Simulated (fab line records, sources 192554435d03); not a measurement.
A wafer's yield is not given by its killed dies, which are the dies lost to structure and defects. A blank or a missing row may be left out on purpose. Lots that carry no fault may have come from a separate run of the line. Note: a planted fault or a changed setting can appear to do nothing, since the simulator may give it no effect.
A struck lot beside a sound one | flow n5-finfet | 14 steps out of a route of 1938
Sound: these wafers, L327.1, L327.3, L327.5. Struck: wafers L329.1, L329.4, L329.6. Last of all comes the cause.
For every step that has rows: the tool of each side, followed by ch and its chambers, followed by its first start. Under that, the readings that differ: sound wafers | struck wafers | difference of the means | sigmas: that difference in standard deviations of wafers without a fault.
alike: same words and numbers on both sides, and readings whose means sit less than 2 such deviations apart. not compared: any withheld reading, any reading some wafer has no value for, any bound like >300 that may hide the same value, and any number with overlapping values for which the record gives no deviation.
A row with sigmas, a row that says differs or no value, or rows on one side alone: a step with any of these is where the two part. Numbers that have no deviation but don't overlap get no sigmas and don't part them. A reading missing from all wafers of one side parts the sides only when that side holds two or more wafers.

first, 3 steps without rows for these wafers: N5_HKMG_FIN_WET_ETCH_65 (etches a-Si in TMAH, stops on TiN, time 49 s, target depth 3 nm); N5_HKMG_FIN_WET_ETCH_81 (etches TiN in SC1, stops on HfO2, time 57 s, target depth 6 nm); N5_HKMG_FIN_WET_ETCH_82 (etches La2O3 in dHCl, stops on HfO2, target depth 2 nm, rinse time 30 s).
N5_HKMG_FIN_ALD_36: deposits TiN, target thk 1 nm, pulse time 1 s, purge time 3 s.
  sound on ald-metal-03 ch 0,1,2, day 7 14:48; struck on ald-metal-03 ch 1,3, day 8 00:56
  alike: heater-power-w, precursor-pulse-height-rel
N5_HKMG_FIN_THK_MEAS_70: measures by xrf.
  struck on film-metro-02, day 8 01:13; sound on film-metro-01, day 7 15:05
  reading     | sound             | struck            | difference | sigmas
  HK_THK (nm) | 1.608 1.617 1.587 | 1.633 1.667 1.651 | +0.046     | +2
N5_HKMG_FIN_PWFM_ALD_03: deposits TiN, target thk 2 nm, pulse time 1 s, purge time 3 s.
  sound on ald-metal-04 ch 2,3, day 7 15:07; struck on ald-metal-02 ch 1,2,3, day 8 01:15
  alike: heater-power-w, precursor-pulse-height-rel
then, 6 steps without rows for these wafers: N5_HKMG_FIN_COAT_29 (time 60 s, resist thk 300 nm); N5_HKMG_FIN_COAT_30 (time 60 s, resist thk 35 nm); N5_HKMG_FIN_COAT_06 (resist thk 90 nm); N5_HKMG_FIN_EBR_08; N5_HKMG_FIN_SOFTBAKE_07 (time 60 s); N5_HKMG_FIN_EXPOSE_09 (exposes mask NWFM).
N5_HKMG_FIN_PEB_10: peb time 60 s.
  sound on litho-track-04 ch 0, day 7 15:53; struck on litho-track-02, day 8 02:01
  no value came back on the struck wafers for chill-plate-temp-C (C), exhaust-pa (Pa), peb-time-s (s); on the sound wafers chill-plate-temp-C (C) reads 23.14 23.10 23.18
then, 1 step without rows for these wafers: N5_HKMG_FIN_DEVELOP_11 (develop time 30 s).

WHERE THEY PART
First at N5_HKMG_FIN_THK_MEAS_70; last, within this record, at N5_HKMG_FIN_PEB_10.

WHY: the cause the simulator had injected
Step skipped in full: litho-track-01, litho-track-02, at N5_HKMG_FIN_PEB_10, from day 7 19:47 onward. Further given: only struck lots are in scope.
